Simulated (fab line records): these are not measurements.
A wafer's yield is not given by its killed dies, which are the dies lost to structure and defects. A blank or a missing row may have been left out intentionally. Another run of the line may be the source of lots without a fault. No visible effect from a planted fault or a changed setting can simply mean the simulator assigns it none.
Split-lot study	flow n5Finfet	7 lots, 21 wafers read, on a route of 1938 steps

== THE SPLIT ==
At N5_BEOL_M15_TRENCH_ETCH_34 (etches SiO2 in C4F8/O2/Ar, target depth 872.93 nm, time 199 s), the setting biasW was moved away from the recipe's 2040 W on 7 of the 21 wafers read, by -15.7% to +14.8%. The other wafers ran this setting at the recipe's value.

The split's own step is where the reading is taken.

== THE READING ==
rfVppV, in V, at N5_BEOL_M15_TRENCH_ETCH_34 (etches SiO2 in C4F8/O2/Ar, target depth 872.93 nm, time 199 s). Typical for fault-free wafers on this fab line: 2236 V, with standard deviation 22 V.

wafer	tool, chamber at the split	biasW as run, W	against the recipe	rfVppV, V	against lot-mates on the recipe
L074.1	rieDiel-05, 1	2040	recipe	2220	-
L074.2	rieDiel-05, 0	2040	recipe	2250	-
L074.3	rieDiel-05, 3	2040	recipe	2275	-
L075.1	rieDiel-02, 2	2314	+13.4%	2445	no lot-mate on the recipe
L075.3	rieDiel-02, 1	2314	+13.4%	2426	no lot-mate on the recipe
L075.5	rieDiel-02, 2	2314	+13.4%	2446	no lot-mate on the recipe
L081.2	rieDiel-04, 0	2040	recipe	2249	-
L081.3	rieDiel-04, 1	2040	recipe	2246	-
L081.4	rieDiel-04, 1	2040	recipe	2245	-
L084.3	rieDiel-02, 1	2040	recipe	2222	-
L084.4	rieDiel-02, 3	2040	recipe	2226	-
L084.6	rieDiel-02, 3	2040	recipe	2227	-
L085.1	rieDiel-04, 2	2040	recipe	2208	-
L085.2	rieDiel-04, 1	2040	recipe	2245	-
L085.6	rieDiel-04, 1	2341	+14.8%	2469	+242
L092.2	rieDiel-05, 3	2228	+9.2%	2415	+168
L092.3	rieDiel-05, 0	2228	+9.2%	2392	+145
L092.5	rieDiel-05, 0	2040	recipe	2247	-
L094.2	rieDiel-02, 1	2040	recipe	2221	-
L094.3	rieDiel-02, 2	1719	-15.7%	1987	-234
L094.6	rieDiel-02, 1	2040	recipe	2221	-

THE FIT
A straight line over all 21 wafers: rfVppV changes by +15.8 V for each +1% of biasW; r = +0.99; the points scatter about the line by 18 V.
The same after taking each lot's own level away (the mean of its wafers on the recipe; 18 wafers): +15.9 V for each +1%; r = +0.99; scatter 13 V.
On that fit, the largest move of biasW shifts the reading by 2.5e+02 V.
Measured against the standard deviation above, the lots' own levels, which go from 2221.0 to 2248.3 V, span 1.2 times it.
So the lot-to-lot level changes the slope little: the two slopes agree.
Check: for one of the wafers moved furthest among these (-15.7%), held out of the fit, the line's prediction against its lot-mates is -262 V. Against them it came out at -234 V.
Tool readings at the split's step, against how far the setting was moved: rfVppV r = +0.99.

== ADDITIONAL SPLITS CARRIED BY THESE WAFERS ==
Before the reading, these wafers also passed through other splits. Each is held against what the fit with the lots' levels taken away leaves over:
other split on the same wafers	wafers away from the commonest value	r with rfVppV (lot level and that fit taken away)
N5_BEOL_M15_ILD_DEP_00 timeS	7	-0.25

== FILE'S OWN FIT ==
rfVppV changes by +15.8 V for each +1% of biasW, r = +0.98.
